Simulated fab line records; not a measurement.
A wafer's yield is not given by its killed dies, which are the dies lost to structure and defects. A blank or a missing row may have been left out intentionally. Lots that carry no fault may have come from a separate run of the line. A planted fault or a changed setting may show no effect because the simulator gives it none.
fab line records ; flow n5-finfet
[record] lots = 6; wafers = 18; last-day = 17
route steps=1938 shown BEOL_M5@1119 PASSIVATION@1936
lots that met no fault: from a run of the same line without faults
start-h: start of the lot's first displayed wafer, in hours after the record's first day ; wait-h: hours elapsed since this lot's preceding step ; " the same as in the row above ; L1.1+2: a single row standing in for several wafers ; - no value, or no start was given ; * or withheld: withheld ; < > ~ a bound
route shown NAME@n: NAME is a module with steps in the file, n the number in the route of the first one ; usual: the fault-free wafers' mean and standard deviation ; same: alike in all rows ; chamber/n: place in a boat ; sites: readings site by site ; _std_site: standard deviation of those values ; _edge_site: inner sites' mean taken away from outer sites' mean ; radius-mm: how far each site lies from the wafer's centre ; mask NAME#n: copy n ; behind: the last tool/chamber to shape the wafer ; hold: why the lot was held/for how many hours/how that ended ; device: names the non-switching transistor (n, p or np) ; end of line: tests run on the same wafers once the route is complete ; where a step has no rows: the recipe by itself ; killed: at the first sort, the dies lost to defects and structure; wafer yield is something else ; map: the dies of a wafer, with x for killed, . for not killed, _ for no die there
set.NAME: the setting as run; set.NAME@STEP: as run at that earlier step ; model.NAME: the simulator's own value behind a step, which no gauge read
lots seen at some steps along the route; tables by step, rows by wafer
services: a tool's chamber out of use, with start hour (start-h, from the record's first day; less than 0 if before it), hours out, and reason
[[steps]]
[step N5_BEOL_M5_COAT_71]
[recipe] resist = underlayer; temp-c = 205; time-s = 60; spin-rpm = 1500; resist-thk-nm = 5
[step N5_BEOL_M5_COAT_05]
[recipe] resist = CAR-EUV; spin-rpm = 1500; resist-thk-nm = 30
[step N5_BEOL_M5_EBR_07]
[recipe] solvent = PGMEA; ebr-width-mm = 1.5
[step N5_BEOL_M5_SOFTBAKE_06]
[recipe] temp-c = 110; time-s = 60; resist = CAR-EUV
[step N5_BEOL_M5_EXPOSE_08]
[recipe] mask-id = M5; na = 0.33; source-shape = annular; sigma-inner = 0.4; sigma-outer = 0.8; polarization = unpolarized; target-cd-nm = 28; dose-mj = 35.75
[step N5_BEOL_M5_PEB_09]
[recipe] peb-temp-c = 100; peb-time-s = 60; resist = CAR-EUV
[step N5_BEOL_M5_DEVELOP_10]
[recipe] develop-time-s = 30; developer = TMAH; resist = CAR-EUV; rinse-liquid = surfactant-rinse; dry = air-spin; dev-temp-c = 23
[step N5_BEOL_M5_CD_MEAS_11]
[recipe] target-cd-nm = 27.74; landing-energy-ev = 500; detector = se-inlens
[usual] cd-nm = 27.91/0.24
lot.wafer;tool;chamber;start-h;wait-h;cd-nm
L262.1;cd-sem-03;0;178.65;-;28.06
L262.2;cd-sem-03;0;178.65;-;28.42
L262.4;cd-sem-03;0;178.65;-;27.90
L264.1;cd-sem-02;0;198.77;-;28.41
L264.5;cd-sem-02;0;198.77;-;27.69
L264.6;cd-sem-02;0;198.77;-;27.62
L267.1;cd-sem-02;0;217.35;-;27.88
L267.2;cd-sem-02;0;217.35;-;28.05
L267.5;cd-sem-02;0;217.35;-;27.92
L268.4;cd-sem-01;0;217.65;-;27.79
L268.5;cd-sem-01;0;217.65;-;28.00
L268.6;cd-sem-01;0;217.65;-;27.78
L270.1;cd-sem-03;0;223.45;-;27.81
L270.5;cd-sem-03;0;223.45;-;27.72
L270.6;cd-sem-03;0;223.45;-;28.02
L282.1;cd-sem-02;0;313.11;-;28.08
L282.3;cd-sem-02;0;313.11;-;28.15
L282.5;cd-sem-02;0;313.11;-;27.71
[step N5_BEOL_M5_OVL_MEAS_12]
[recipe] points-per-wafer = 522
[usual] M5_OVL = 0.3/0.71
lot.wafer;tool;chamber;start-h;wait-h;M5_OVL[nm]
L262.1;overlay-01;0;178.68;0.0;0.8
L262.2;overlay-01;0;178.68;0.0;0.3
L262.4;overlay-01;0;178.68;0.0;1.3
L264.1;overlay-02;0;198.80;0.0;0.1
L264.5;overlay-02;0;198.80;0.0;0.7
L264.6;overlay-02;0;198.80;0.0;-0.5
L267.1;overlay-02;0;217.38;0.0;0.9
L267.2;overlay-02;0;217.38;0.0;-0.3
L267.5;overlay-02;0;217.38;0.0;1.4
L268.4;overlay-02;0;217.69;0.0;0.1
L268.5;overlay-02;0;217.69;0.0;0.1
L268.6;overlay-02;0;217.69;0.0;-0.4
L270.1;overlay-02;0;223.48;0.0;-0.6
L270.5;overlay-02;0;223.48;0.0;-0.9
L270.6;overlay-02;0;223.48;0.0;0.1
L282.1;overlay-02;0;313.14;0.0;-0.3
L282.3;overlay-02;0;313.14;0.0;-0.4
L282.5;overlay-02;0;313.14;0.0;-0.4
[step N5_BEOL_M5_INSPECT_13]
[recipe] mode = adi; inspect-instrument = brightfield
[usual] raw-defect-count = 439/100
lot.wafer;tool;chamber;start-h;wait-h;raw-defect-count
L262.1;defect-inspect-01;-;178.74;0.1;462
L262.2;defect-inspect-01;-;178.74;0.1;506
L262.4;defect-inspect-01;-;178.74;0.1;496
L264.1;defect-inspect-02;-;198.86;0.1;478
L264.5;defect-inspect-02;-;198.86;0.1;543
L264.6;defect-inspect-02;-;198.86;0.1;452
L267.1;defect-inspect-02;-;217.45;0.1;355
L267.2;defect-inspect-02;-;217.45;0.1;369
L267.5;defect-inspect-02;-;217.45;0.1;415
L268.4;defect-inspect-02;-;217.73;0.0;589
L268.5;defect-inspect-02;-;217.73;0.0;539
L268.6;defect-inspect-02;-;217.73;0.0;334
L270.1;defect-inspect-02;-;223.54;0.1;379
L270.5;defect-inspect-02;-;223.54;0.1;322
L270.6;defect-inspect-02;-;223.54;0.1;448
L282.1;defect-inspect-02;-;313.20;0.1;395
L282.3;defect-inspect-02;-;313.20;0.1;398
L282.5;defect-inspect-02;-;313.20;0.1;433
[step N5_BEOL_M5_DESCUM_16]
[recipe] chemistry = O2; time-s = 7; source-power-w = 50; bias-power-w = 20; pressure-mtorr = 20; rf-frequency-hz = 2.712e+07; temp-c = 40; resist = CAR-EUV; o2-flow-sccm = 225
[usual] drypump-motor-current-A = 5.9/0.48; oes-product-au = 0.83/0.095; rf-vpp-V = 243.1/1.2; showerhead-plenum-p-Torr = 2.09/0.065; throttle-valve-pct = 20.36/0.25
lot.wafer;tool;chamber;start-h;wait-h;drypump-motor-current-A;oes-product-au;rf-hours-counter-h;rf-vpp-V;showerhead-plenum-p-Torr;throttle-valve-pct
L262.1;rie-diel-02;0;178.77;0.0;6.3;0.69;211;242.8;2.16;20.22
L262.2;rie-diel-02;3;178.77;0.0;5.2;0.85;51;241.3;2.03;20.17
L262.4;rie-diel-02;1;178.77;0.0;6.7;0.81;-;243.0;2.12;20.22
L264.1;rie-diel-02;2;198.90;0.0;6.1;1.00;2;243.0;2.05;20.34
L264.5;rie-diel-02;2;198.90;0.0;6.1;0.99;-;243.7;2.05;20.32
L264.6;rie-diel-02;1;198.90;0.0;6.6;0.80;-;243.7;2.12;20.23
L267.1;rie-diel-02;1;217.59;0.1;6.6;0.79;103;242.8;2.12;20.23
L267.2;rie-diel-02;3;217.59;0.1;5.3;0.84;63;242.2;2.03;20.19
L267.5;rie-diel-02;0;217.59;0.1;6.2;0.69;-;244.4;2.16;20.22
L268.4;rie-diel-02;0;217.92;0.2;6.2;0.69;224;243.7;2.16;20.23
L268.5;rie-diel-02;1;217.92;0.2;6.6;0.78;-;242.2;2.12;20.23
L268.6;rie-diel-02;2;217.92;0.2;6.1;0.96;-;243.4;2.05;20.35
L270.1;rie-diel-06;2;223.57;0.0;5.3;0.74;175;241.8;2.08;20.73
L270.5;rie-diel-06;3;223.57;0.0;5.4;0.88;-;245.2;2.23;20.26
L270.6;rie-diel-06;0;223.57;0.0;6.0;0.82;-;241.3;2.13;20.75
L282.1;rie-diel-03;3;313.27;0.1;5.7;0.97;1;244.8;2.15;20.33
L282.3;rie-diel-03;2;313.27;0.1;6.6;0.86;53;243.6;2.14;20.29
L282.5;rie-diel-03;1;313.27;0.1;5.7;0.71;-;240.6;1.98;20.73
[step N5_BEOL_M5_ETCH_72]
[recipe] chemistry = N2/H2; target = underlayer; target-depth-a = 65; mask-material = CAR-EUV; time-s = 5.2; ion-energy-ev = 200; pressure-mtorr = 30; source-w = 840; bias-w = 150; n2-flow-sccm = 200; h2-flow-sccm = 200; ends = cleared
[usual] drypump-motor-current-A = 5.9/0.47; etch-rf-on-time-s = 5.28/0.19; h2-flow-sccm = 200.0/0.58; oes-product-au = 0.70/0.082; rf-vpp-V = 523.7/2.3; showerhead-plenum-p-Torr = 2.54/0.07; throttle-valve-pct = 17.76/0.3
lot.wafer;tool;chamber;start-h;wait-h;drypump-motor-current-A;etch-rf-on-time-s;h2-flow-sccm;oes-product-au;rf-hours-counter-h;rf-vpp-V;showerhead-plenum-p-Torr;throttle-valve-pct
L262.1;rie-diel-02;0;178.81;0.0;6.3;5.40;199.9;0.58;211;525.5;2.60;17.47
L262.2;rie-diel-02;3;178.81;0.0;5.3;5.19;200.2;0.72;51;521.3;2.48;17.55
L262.4;rie-diel-02;1;178.81;0.0;6.6;5.28;200.3;0.70;-;523.5;2.56;17.59
L264.1;rie-diel-02;2;198.93;0.0;6.1;5.18;200.0;0.84;2;522.3;2.53;18.11
L264.5;rie-diel-02;2;198.93;0.0;6.1;5.23;200.2;0.83;-;522.2;2.53;18.14
L264.6;rie-diel-02;1;198.93;0.0;6.6;5.30;199.7;0.68;-;524.7;2.56;17.62
L267.1;rie-diel-02;1;217.62;0.0;6.6;5.29;200.9;0.67;103;523.9;2.56;17.60
L267.2;rie-diel-02;3;217.62;0.0;5.3;5.21;199.8;0.71;63;520.8;2.47;17.55
L267.5;rie-diel-02;0;217.62;0.0;6.3;5.29;199.0;0.58;-;522.5;2.59;17.51
L268.4;rie-diel-02;0;217.96;0.0;6.3;5.32;199.4;0.58;224;527.9;2.59;17.49
L268.5;rie-diel-02;1;217.96;0.0;6.6;5.30;200.3;0.68;-;523.0;2.56;17.62
L268.6;rie-diel-02;2;217.96;0.0;6.1;5.14;200.2;0.81;-;523.1;2.53;18.13
L270.1;rie-diel-06;2;223.61;0.0;5.3;5.68;201.4;0.62;175;525.2;2.55;18.26
L270.5;rie-diel-06;3;223.61;0.0;5.4;5.31;200.2;0.73;-;527.4;2.68;17.45
L270.6;rie-diel-06;0;223.61;0.0;6.0;5.03;201.4;0.71;-;524.5;2.58;18.05
L282.1;rie-diel-03;3;313.30;0.0;5.8;5.41;200.1;0.80;1;527.2;2.61;17.70
L282.3;rie-diel-03;2;313.30;0.0;6.6;5.40;199.5;0.72;53;523.6;2.56;17.38
L282.5;rie-diel-03;1;313.30;0.0;5.7;5.21;199.8;0.61;-;520.5;2.38;17.91
[step N5_BEOL_M5_ETCH_61]
[recipe] chemistry = CF4; target = SiARC; target-depth-a = 156; mask-material = CAR-EUV; time-s = 26; ion-energy-ev = 80; pressure-mtorr = 40; source-w = 545; bias-w = 36; Ar_flow_sccm = 100; cf4-flow-sccm = 100; ends = cleared
[usual] drypump-motor-current-A = 5.9/0.47; etch-rf-on-time-s = 26.4/0.92; oes-product-au = 0.70/0.081; rf-vpp-V = 184.0/1.1; showerhead-plenum-p-Torr = 2.14/0.057; throttle-valve-pct = 15.56/0.29
lot.wafer;tool;chamber;start-h;wait-h;drypump-motor-current-A;etch-rf-on-time-s;oes-product-au;rf-hours-counter-h;rf-vpp-V;showerhead-plenum-p-Torr;throttle-valve-pct
L262.1;rie-diel-02;0;178.82;0.0;6.3;26.8;0.58;211;185.4;2.23;15.56
L262.2;rie-diel-02;3;178.82;0.0;5.3;25.8;0.72;51;183.1;2.09;15.42
L262.4;rie-diel-02;1;178.82;0.0;6.6;26.8;0.68;-;184.8;2.16;15.40
L264.1;rie-diel-02;2;198.95;0.0;6.1;26.3;0.83;2;183.6;2.11;15.49
L264.5;rie-diel-02;2;198.95;0.0;6.1;26.1;0.83;-;183.9;2.11;15.51
L264.6;rie-diel-02;1;198.95;0.0;6.6;27.3;0.67;-;183.6;2.16;15.42
L267.1;rie-diel-02;1;217.64;0.0;6.6;16.0;0.92;103;185.5;2.16;15.44
L267.2;rie-diel-02;3;217.64;0.0;5.3;26.0;0.71;63;182.6;2.09;15.43
L267.5;rie-diel-02;0;217.64;0.0;6.3;26.8;0.57;-;186.0;2.22;15.57
L268.4;rie-diel-02;0;217.97;0.0;6.2;26.6;0.58;224;184.3;2.22;15.60
L268.5;rie-diel-02;1;217.97;0.0;6.6;26.9;0.66;-;184.5;2.16;15.44
L268.6;rie-diel-02;2;217.97;0.0;6.1;15.2;1.15;-;183.5;2.11;15.51
L270.1;rie-diel-06;2;223.62;0.0;5.3;28.0;0.62;175;184.9;2.14;16.04
L270.5;rie-diel-06;3;223.62;0.0;5.4;26.6;0.73;-;185.4;2.26;15.32
L270.6;rie-diel-06;0;223.62;0.0;6.1;24.9;0.70;-;184.6;2.17;15.81
L282.1;rie-diel-03;3;313.32;0.0;5.7;26.7;0.80;1;185.7;2.20;15.44
L282.3;rie-diel-03;2;313.32;0.0;6.6;26.9;0.73;53;184.0;2.17;15.43
L282.5;rie-diel-03;1;313.32;0.0;5.7;25.5;0.61;-;182.4;2.05;16.08
[step N5_BEOL_M5_ETCH_62]
[recipe] chemistry = N2/H2; target = SOC; target-depth-a = 750; overetch-a = 150; mask-material = SiARC; temp-c = 40; time-s = 112.5; ion-energy-ev = 200; pressure-mtorr = 30; source-w = 840; bias-w = 150; n2-flow-sccm = 200; h2-flow-sccm = 200
[usual] drypump-motor-current-A = 5.9/0.48; h2-flow-sccm = 199.9/0.59; oes-product-au = 0.65/0.07; rf-vpp-V = 523.7/2.2; showerhead-plenum-p-Torr = 2.54/0.07; throttle-valve-pct = 17.72/0.3
lot.wafer;tool;chamber;start-h;wait-h;drypump-motor-current-A;h2-flow-sccm;oes-product-au;rf-hours-counter-h;rf-vpp-V;showerhead-plenum-p-Torr;throttle-valve-pct
L262.1;rie-diel-02;0;178.85;0.0;6.2;200.5;0.54;211;525.2;2.60;17.46
L262.2;rie-diel-02;3;178.85;0.0;5.3;200.2;0.67;51;522.0;2.48;17.50
L262.4;rie-diel-02;1;178.85;0.0;6.6;200.0;0.65;-;525.0;2.56;17.55
L264.1;rie-diel-02;2;198.98;0.0;6.1;200.1;0.78;2;523.3;2.53;18.06
L264.5;rie-diel-02;2;198.98;0.0;6.1;200.8;0.77;-;523.3;2.53;18.08
L264.6;rie-diel-02;1;198.98;0.0;6.7;200.2;0.63;-;524.4;2.56;17.57
L267.1;rie-diel-02;1;217.67;0.0;6.7;201.1;0.63;103;523.7;2.56;17.56
L267.2;rie-diel-02;3;217.67;0.0;5.2;200.5;0.65;63;521.0;2.47;17.52
L267.5;rie-diel-02;0;217.67;0.0;6.3;200.0;0.54;-;524.9;2.59;17.48
L268.4;rie-diel-02;0;218.00;0.0;6.3;200.2;0.54;224;525.7;2.59;17.46
L268.5;rie-diel-02;1;218.00;0.0;6.6;201.1;0.63;-;526.4;2.56;17.58
L268.6;rie-diel-02;2;218.00;0.0;6.1;199.9;0.75;-;522.2;2.53;18.08
L270.1;rie-diel-06;2;223.65;0.0;5.4;199.9;0.60;175;525.8;2.55;18.24
L270.5;rie-diel-06;3;223.65;0.0;5.4;200.0;0.68;-;527.7;2.68;17.40
L270.6;rie-diel-06;0;223.65;0.0;6.0;200.6;0.64;-;523.2;2.58;18.01
L282.1;rie-diel-03;3;313.34;0.0;5.7;200.1;0.76;1;525.3;2.61;17.68
L282.3;rie-diel-03;2;313.34;0.0;6.6;200.1;0.69;53;523.8;2.56;17.35
L282.5;rie-diel-03;1;313.34;0.0;5.7;200.5;0.56;-;519.5;2.38;17.87
[step N5_PASSIVATION_PROBE_49]
[usual] defect-limited-yield = 91.1/1.6; killed_at_M0_to_M3 = 35/11; killed_at_M4_up = 13/5.4; killed-at-contacts = 13/6.5; killed-at-front-end = 40/14; killed-at-other = 4/3.1; killed-dies = 105/18; killed-open = 69/14; killed-short = 34/7.3; sort_bin_5_function = 5.2/0.96; sort_bin_6_memory = 3.4/0.77; sort_bin_8_speed = 0.02/0.13; sort-n-pass = 1075/19; sort-yield-pct = 91.1/1.6
[same] gross-dies = 1180; killed-at-back-side = 0; sort_bin_4_leakage[%] = 0
lot.wafer;tool;chamber;start-h;wait-h;defect-limited-yield[%];killed_at_M0_to_M3;killed_at_M4_up;killed-at-contacts;killed-at-front-end;killed-at-other;killed-dies;killed-open;killed-short;sort_bin_5_function[%];sort_bin_6_memory[%];sort_bin_8_speed[%];sort-n-pass;sort-yield-pct[%]
L262.1;prober-01;-;281.59;0.0;93.2;29;12;3;34;2;80;49;30;3.8;2.7;0;1100;93.2
L262.2;prober-01;-;281.64;0.1;90.8;29;18;13;41;7;108;64;42;5.6;3.4;0;1072;90.8
L262.4;prober-01;-;281.74;0.2;93.1;37;7;8;26;4;82;52;29;4.6;2.2;0;1098;93.1
L268.5;prober-02;-;313.71;0.2;90.5;35;6;14;51;6;112;68;32;4.7;3.6;0;1068;90.5
L270.1;prober-01;-;328.49;0.0;91.1;39;9;18;39;0;105;70;33;5.3;3.5;0;1075;91.1
L270.5;prober-01;-;328.69;0.2;92.4;26;10;13;41;0;90;53;36;3.8;3.3;0;1090;92.4
L270.6;prober-01;-;328.74;0.3;91.8;37;21;9;27;3;97;72;24;4.6;3.5;0;1083;91.8
// killed by level:class
L262.1 BEOL_M0_SAQP:geometric-particle:short=9 FIN_SAQP:geometric-particle:open=7 GATE_CUT:geometric-particle:short=7 BEOL_M0_SAQP:geometric-particle:open=7 FIN_SAQP:geometric-particle:short=6 BEOL_M2:geometric-particle:open=6 BEOL_M3:geometric-particle:open=4 BEOL_M4:geometric-particle:open=4
L262.2 MOL_CONTACT_COAG:geometric-particle:open=10 FIN_SAQP:geometric-particle:open=9 FIN_SAQP:geometric-particle:short=6 BEOL_M3:geometric-particle:open=6 BEOL_M0_SAQP:geometric-particle:short=6 ILD0:geometric-particle:short=5 STI_FIN_REVEAL:geometric-particle:open=4 BEOL_M2:geometric-particle:open=4
L262.4 BEOL_M0_SAQP:geometric-particle:short=11 BEOL_M0_SAQP:geometric-particle:open=8 MOL_CONTACT_COAG:geometric-particle:open=7 BEOL_M3:geometric-particle:open=6 DUMMY_GATE:geometric-particle:open=5 BEOL_M1:geometric-particle:open=5 ILD0:geometric-particle:open=4 BEOL_M2:geometric-particle:open=4
L268.5 FIN_SAQP:geometric-particle:open=12 HKMG_FIN:area-etch=11 MOL_CONTACT_COAG:geometric-particle:open=9 BEOL_M1:geometric-particle:open=9 BEOL_M3:geometric-particle:open=8 STI_FIN_REVEAL:geometric-particle:open=7 FIN_SAQP:geometric-particle:short=6 MOL_CONTACT_COAG:geometric-particle:short=5
L270.1 MOL_CONTACT_COAG:geometric-particle:open=13 BEOL_M0_SAQP:geometric-particle:open=11 BEOL_M2:geometric-particle:open=10 BEOL_M0_SAQP:geometric-particle:short=7 FIN_SAQP:geometric-particle:short=5 FIN_SAQP:geometric-particle:open=5 MOL_CONTACT_COAG:geometric-particle:short=5 DUMMY_GATE:geometric-particle:open=4
L270.5 GATE_CUT:geometric-particle:short=12 FIN_SAQP:geometric-particle:open=10 MOL_CONTACT_COAG:geometric-particle:open=8 GATE_CUT:geometric-particle:open=5 MOL_CONTACT_COAG:geometric-particle:short=5 BEOL_M0_SAQP:geometric-particle:short=4 BEOL_M3:geometric-particle:open=4 BEOL_M4:geometric-particle:open=4
L270.6 BEOL_M3:geometric-particle:open=11 BEOL_M4:geometric-particle:open=11 BEOL_M0_SAQP:geometric-particle:open=9 BEOL_M0_SAQP:geometric-particle:short=7 FIN_SAQP:geometric-particle:open=6 MOL_CONTACT_COAG:geometric-particle:open=6 STI_FIN_REVEAL:geometric-particle:open=5 BEOL_M0:geometric-particle:open=4
[[services]]
tool;chamber;start-h;hours;kind
rie-diel-02;2;172.46;-;clean
rie-diel-02;2;172.46;-;consumable-replace:focus-ring
rie-diel-02;2;172.46;20.7;scheduled-down
rie-diel-02;2;172.46;20.7;vent-cycle
rie-diel-06;1;268.83;5.7;repair
rie-diel-03;0;288.35;3.7;repair
rie-diel-03;3;298.09;-;clean
rie-diel-03;3;298.09;-;consumable-replace:focus-ring
rie-diel-03;3;298.09;12.6;scheduled-down
rie-diel-03;3;298.09;12.6;vent-cycle
rie-diel-02;0;307.50;-;clean
rie-diel-02;0;307.50;-;consumable-replace:focus-ring
rie-diel-02;0;307.50;16.1;scheduled-down
rie-diel-02;0;307.50;16.1;vent-cycle
[[key]]
[first-sign] step = N5_BEOL_M5_ETCH_61; reading = etch-rf-on-time-s; direction = down; sigmas = 12; usual = *; struck = *
[effect] step = N5_BEOL_M5_ETCH_61; reading = oes-product-au; direction = up; sigmas = 4.1; usual = 0.70; struck = 1.03
met-at N5_BEOL_M5_ETCH_61
struck-wafers L267.1,L268.6
[baseline-loss] step = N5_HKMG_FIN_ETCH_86; wafers = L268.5
onset-between 198.95 217.64
[fault] kind = process-parameter-drift; tool = rie-diel-02; chamber = -; onset-h = 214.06; steps = N5_BEOL_M5_ETCH_61; channel = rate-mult; offset = 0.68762; shape = step; end-h = 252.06; scope = struck-wafers-only
// baseline-loss: these wafers lose ten dies or more at that step, a loss of the line's own and not of a fault; the sort's usual values leave them out
